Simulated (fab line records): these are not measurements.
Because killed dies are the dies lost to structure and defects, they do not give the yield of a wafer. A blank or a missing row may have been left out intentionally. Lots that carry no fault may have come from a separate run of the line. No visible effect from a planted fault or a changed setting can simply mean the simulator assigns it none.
Chamber matching    flow n5_finfet    3 sister chambers for N5_FIN_SAQP_HM_DEP_03 on pecvd-01
The step deposits SiNx from SiH4/NH3/N2, target thk 38 nm, time 33.6 s. 20 wafers are shown with their chamber, then 10 later ones without.

== WAFERS, EACH WITH ITS CHAMBER ==
wafer   chamber  showerhead_plenum_p_Torr (Torr)  throttle_valve_pct (%)  heater_power_w (W)
L074.1  2        5.16                             38.9                    866
L074.3  1        5.11                             39.6                    807
L074.6  1        5.10                             39.8                    821
L075.1  0        5.12                             38.9                    926
L075.4  2        5.14                             39.2                    907
L075.5  0        5.14                             38.9                    935
L079.1  1        5.10                             40.1                    905
L079.5  1        5.10                             39.8                    917
L079.6  0        5.13                             38.9                    803
L080.1  1        5.09                             39.9                    944
L080.4  0        5.15                             39.1                    820
L080.6  0        5.14                             39.2                    821
L083.1  0        5.14                             39.0                    848
L083.2  1        5.10                             39.7                    832
L083.4  1        5.09                             40.1                    812
L087.2  1        5.10                             40.1                    878
L087.3  2        5.11                             36.2                    816
L087.6  1        5.10                             39.6                    889
L094.1  0        5.14                             39.2                    925
L094.2  1        5.09                             39.7                    855

SIGNATURES, as means of the wafers listed above
reading                   chamber 0  chamber 1  chamber 2  scatter within a chamber
showerhead_plenum_p_Torr  5.1371     5.0980     5.1367     0.0113
throttle_valve_pct        39.029     39.840     38.100     0.591
heater_power_w            868.29     866.00     863.00     51.4
Rule: for each reading, subtract the chamber's mean from the wafer's reading, divide by that reading's scatter and square the result; add these up over the readings and take the root, which gives the wafer's distance from the chamber. If the next closest chamber is less than 2 further off than the closest, the wafer can't be placed; otherwise it belongs to the closest. How the scatter is found: for the shown wafers, subtract from each reading the mean of its chamber, square and add these, divide the total by (wafers less chambers), then take the root.

== WAFERS WHOSE CHAMBER IS MISSING ==
wafer   showerhead_plenum_p_Torr (Torr)  throttle_valve_pct (%)  heater_power_w (W)
L094.6  5.10                             40.0                    857
L095.1  5.09                             40.0                    806
L095.2  5.16                             39.2                    874
L095.4  5.14                             36.4                    889
L096.2  5.14                             39.4                    789
L096.4  5.10                             39.8                    840
L096.5  5.14                             39.5                    766
L097.1  5.10                             39.9                    892
L097.2  5.14                             39.3                    890
L097.5  5.14                             36.5                    803

== THE CHAMBER EACH PASSED THROUGH ==
wafer   from the rows above      in truth
L094.6  1                        1
L095.1  1                        1
L095.2  can't be placed: 0 or 2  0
L095.4  can't be placed: 2 or 0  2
L096.2  can't be placed: 0 or 2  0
L096.4  1                        1
L096.5  can't be placed: 0 or 2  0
L097.1  1                        1
L097.2  can't be placed: 0 or 2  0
L097.5  can't be placed: 2 or 0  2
Placed correctly: 4 of 10. From these rows, 6 cannot be placed; in 6 the true chamber is one of the candidates. Wrongly placed: 0.
